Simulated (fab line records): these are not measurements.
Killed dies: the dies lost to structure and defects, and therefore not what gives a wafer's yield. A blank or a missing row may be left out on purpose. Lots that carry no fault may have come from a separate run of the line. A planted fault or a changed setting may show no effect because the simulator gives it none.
What tool caused it? -- flow nand harc -- 6 lots, 18 wafers sampled, at 5 steps of a route of 1302

WHAT EACH GAUGE READ, for each wafer
NHARC_END_SORT_01.
lot,measured,on,defect limited yield (%)
L446,day 25 15:56,prober-01,91.1 87.0 88.9
L450,day 27 16:27,prober-01,95.9 96.2 95.1
L457,day 29 14:08,prober-01,94.7 95.4 96.6
L455,day 30 00:00,prober-02,92.0 92.6 92.6
L461,day 30 21:55,prober-02,87.6 86.0 84.9
L464,day 33 06:10,prober-01,90.7 89.7 90.4

EACH LOT AND THE TOOL THAT RAN IT (in order: tool; ch and the chambers of the sampled wafers; start)
lot,NHARC_THIN_TSV_ETCH_44,NHARC_THIN_TSV_ETCHBACK_48,NHARC_THIN_TSV_DEGAS_49,NHARC_THIN_TSV_PRE_CLEAN_50
L446,"rie diel-12 ch 0,3, day 24 19:49","rie diel-13 ch 0,3, day 24 21:44","pvd sputter-01, day 24 22:17","pvd sputter-01, day 25 15:56 or earlier"
L450,"rie diel-13 ch 0,1, day 26 23:17","rie diel-13 ch 1,2, day 27 01:14","pvd sputter-02, day 27 01:47","pvd sputter-02, day 27 16:27 or earlier"
L457,"rie diel-12 ch 0,1,3, day 28 23:00","rie diel-12 ch 0,2,3, day 29 00:59","pvd sputter-02, day 29 01:31","pvd sputter-02, day 29 14:08 or earlier"
L455,"rie diel-12 ch 0,1,2, day 29 05:28","rie diel-12 ch 0,3, day 29 07:17","pvd sputter-02, day 29 07:51","pvd sputter-02, day 30 00:00 or earlier"
L461,"rie diel-13 ch 0,2,3, day 29 23:14","rie diel-12 ch 0,1,3, day 30 01:14","pvd sputter-03, day 30 02:00","pvd sputter-03, day 30 21:55 or earlier"
L464,"rie diel-12 ch 0,2,3, day 32 13:28","rie diel-04 ch 0,3, day 32 15:32","pvd sputter-02, day 32 16:02","pvd sputter-02, day 33 06:10 or earlier"
- NHARC_THIN_TSV_ETCH_44: etches the open film in CF4/O2, target depth 1594.2 nm, time 797.1 s.
- NHARC_THIN_TSV_ETCHBACK_48: etches the open film in C4F8/Ar, target depth 1028.5 nm, time 405.17 s.
- NHARC_THIN_TSV_DEGAS_49: time 120 s.
- NHARC_THIN_TSV_PRE_CLEAN_50: time 30 s.

THE ANSWER, worked out from the rows above alone
Rule: what is usual is taken from the lots themselves. The widest of any qualifying gaps counts: lots, ordered by their means at a reading, are off when they make up no more than a third of the lots, leave a main group of 4 or more, and stand apart from it by 3 or more times the standard deviation of that group's means. Not used: any main group whose means are identical at the precision the tables above print for the reading. A lot without any number at a reading at which 4 lots or more have one is off too. The other lots that the step has rows for count as sound.
No lot is off at any reading shown: from this, nothing can be told.

WHAT THE SIMULATOR HAD PUT IN
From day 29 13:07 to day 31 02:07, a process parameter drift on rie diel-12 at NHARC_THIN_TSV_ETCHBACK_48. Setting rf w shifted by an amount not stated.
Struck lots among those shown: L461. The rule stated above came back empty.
